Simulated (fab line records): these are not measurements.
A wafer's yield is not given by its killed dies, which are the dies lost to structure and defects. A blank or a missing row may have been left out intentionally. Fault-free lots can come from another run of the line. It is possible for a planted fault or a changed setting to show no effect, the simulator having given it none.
Matching of chambers -- flow n5Finfet -- N5_BEOL_M2_CO_CAP_55 on cvdCo-02: 3 sister chambers
The step material Co, precursor CCTBA/H2, target thk 2 nm, time 102.1 s. 3 wafers are shown with their chamber, then 12 later ones without.

## WAFERS WITH THEIR CHAMBER
wafer,chamber,heaterPowerW (W)
L092.1,2,229
L092.2,1,264
L092.3,0,181

## WAFERS WITH NO CHAMBER GIVEN
wafer,heaterPowerW (W)
L092.4,266
L092.5,234
L092.6,178
L094.1,278
L094.2,229
L094.3,180
L096.1,227
L096.2,270
L096.3,185
L096.4,276
L096.5,186
L096.6,232

## THE CHAMBER EACH PASSED THROUGH
wafer,from the rows above,in truth
L092.4,1,1
L092.5,2,2
L092.6,0,0
L094.1,1,1
L094.2,2,2
L094.3,0,0
L096.1,2,2
L096.2,1,1
L096.3,0,0
L096.4,1,1
L096.5,0,0
L096.6,2,2
Placed correctly: 12 of 12. Left unplaced by these rows: 0. 0 placed wrongly.
How it was worked out, from the rows above alone: a wafer's distance from a chamber is the root of the sum, over the readings, of the square of ((its reading less the chamber's mean) divided by the reading's scatter). The wafer belongs to the nearest chamber; if the next one is less than 2 further off, it can't be placed. A chamber's mean is the mean of its shown wafers. The scatter: with one shown wafer a chamber, the root of the mean of the squares of how far each hidden wafer lies from its nearest shown one.
